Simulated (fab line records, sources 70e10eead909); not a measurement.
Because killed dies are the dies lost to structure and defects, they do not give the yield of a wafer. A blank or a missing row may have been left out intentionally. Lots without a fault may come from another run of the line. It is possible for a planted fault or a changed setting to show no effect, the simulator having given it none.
Struck lot and sound lot, side by side | flow nand_harc | 32 out of 1159 route steps
Sound: wafers L294.2, L294.5, L294.6. Struck: wafer L312.3 (left out: L312.2, L312.4 of the same lot, which were not struck); the cause appears at the end.
At each step with rows: each side's tool, then ch and its chambers, then its first start. Under that, the readings that differ: sound wafers | struck wafers | difference of the means | sigmas: that difference in standard deviations of wafers without a fault.
alike: a reading whose means differ by less than 2 such deviations, as well as words and numbers matching on both sides. not compared: withheld readings; readings where some wafer has no value; bounds like >300 that might hide an equal value; numbers whose values overlap and for which the record gives no deviation.
A row with sigmas, a row that says differs or no value, or rows on one side alone: a step with any of these is where the two part. Non-overlapping numbers with no deviation appear without sigmas and do not part them. Lack of a reading on every wafer of one side parts them only where that side has two or more wafers.

first, 8 steps without rows for these wafers: NHARC_P_M0_DESCUM_14 (chemistry O2, time 3 s); NHARC_P_M0_ETCH_34 (etches the open film in N2/H2, target depth 40 nm, overetch 12 nm, time 43.94 s); NHARC_P_M0_ETCH_15 (etches the open film in C4F8/Ar, target depth 150 nm, overetch 15 nm, time 82.5 s); NHARC_P_M0_STRIP_18 (strips in N2/H2); NHARC_P_M0_STRIP_19 (strips in post etch residue remover, time 600 s); NHARC_P_M0_DEGAS_28 (time 60 s); NHARC_P_M0_PRE_CLEAN_29 (time 30 s); NHARC_P_M0_PVD_20 (deposits TaN, target thk 5 nm, time 8.06 s).
NHARC_P_M0_PVD_21: deposits Cu, target thk 30 nm, time 20.49 s.
  sound: pvd_sputter-02 at day 6 10:31; struck: pvd_sputter-02 at day 10 18:29
  alike: throttle_valve_pct
then, 22 steps without rows for these wafers: NHARC_P_M0_ECD_22 (material Cu, target thk 400 nm); NHARC_P_M0_ANNEAL_30 (time 90 s); NHARC_P_M0_CMP_23 (polishes, t overpolish 20 s, target thk 117.53 nm); NHARC_P_M0_SRD_25; NHARC_P_M0_PRE_CLEAN_31 (time 12 s); NHARC_P_M0_DEP_32 (deposits SiCN, target thk 30 nm); NHARC_P_M1_DEP_00 (deposits SiOC, target thk 182.5 nm); NHARC_P_M1_DEHYDRATE_01 (time 120 s); NHARC_P_M1_HMDS_02 (time 30 s); NHARC_P_M1_COAT_34 (time 65 s); NHARC_P_M1_COAT_03 (resist thk 90 nm); NHARC_P_M1_SOFTBAKE_04 (time 55 s); NHARC_P_M1_EBR_05; NHARC_P_M1_EXPOSE_06 (exposes mask P M1, target cd 130 nm); NHARC_P_M1_PEB_07 (peb time 65 s); NHARC_P_M1_DEVELOP_08 (develop time 35 s); NHARC_P_M1_DESCUM_14 (chemistry O2, time 3 s); NHARC_P_M1_ETCH_35 (etches the open film in N2/H2, target depth 40 nm, overetch 12 nm, time 43.94 s); NHARC_P_M1_ETCH_15 (etches the open film in C4F8/Ar, target depth 182.5 nm, time 91.2 s); NHARC_P_M1_STRIP_18 (strips in N2/H2); NHARC_P_M1_ETCH_28 (etches the open film in CF4/N2, target depth 30 nm, time 72.99 s); NHARC_P_M1_STRIP_19 (strips in post etch residue remover, time 600 s).
-- break in the record here, with 16 days between the starts of the struck wafers on either side (left off in module P_M1, picked up again in module END, where the first step shown is number 1159 on the route) --
NHARC_END_SORT_01:
  sound on prober-02 ch 0, day 21 05:02; struck on prober-02 ch 0, day 26 23:17
  reading                  | sound          | struck                   | difference                   | sigmas
  hold                     | - - -          | await_dispo/3.0h/release | no value on the sound wafers |
  defect_limited_yield (%) | 96.2 98.2 97.5 | 0                        | -97                          | -61
  killed_at_periphery      | 1 2 0          | 663                      | +662                         | +99 or more
  killed_dies              | 26 12 17       | 677                      | +659                         | +60
  sort_bin_2_pct (%)       | 1.3 0.3 0.4    | 97.6                     | +96.9                        | +99 or more
  sort_n_pass              | 651 665 660    | 0                        | -659                         | -60
  sort_rim_yield_pct (%)   | 95.3 95.3 95.3 | 0                        | -95                          | -41
  sort_yield_pct (%)       | 96.2 98.2 97.5 | 0                        | -97                          | -61
  alike: killed_at_array, killed_at_other, killed_open, killed_short, sort_bin_3_pct, sort_bin_4_pct

## WHERE THEY PART
Within this record, at NHARC_END_SORT_01 only.

WHY: the cause the simulator had injected
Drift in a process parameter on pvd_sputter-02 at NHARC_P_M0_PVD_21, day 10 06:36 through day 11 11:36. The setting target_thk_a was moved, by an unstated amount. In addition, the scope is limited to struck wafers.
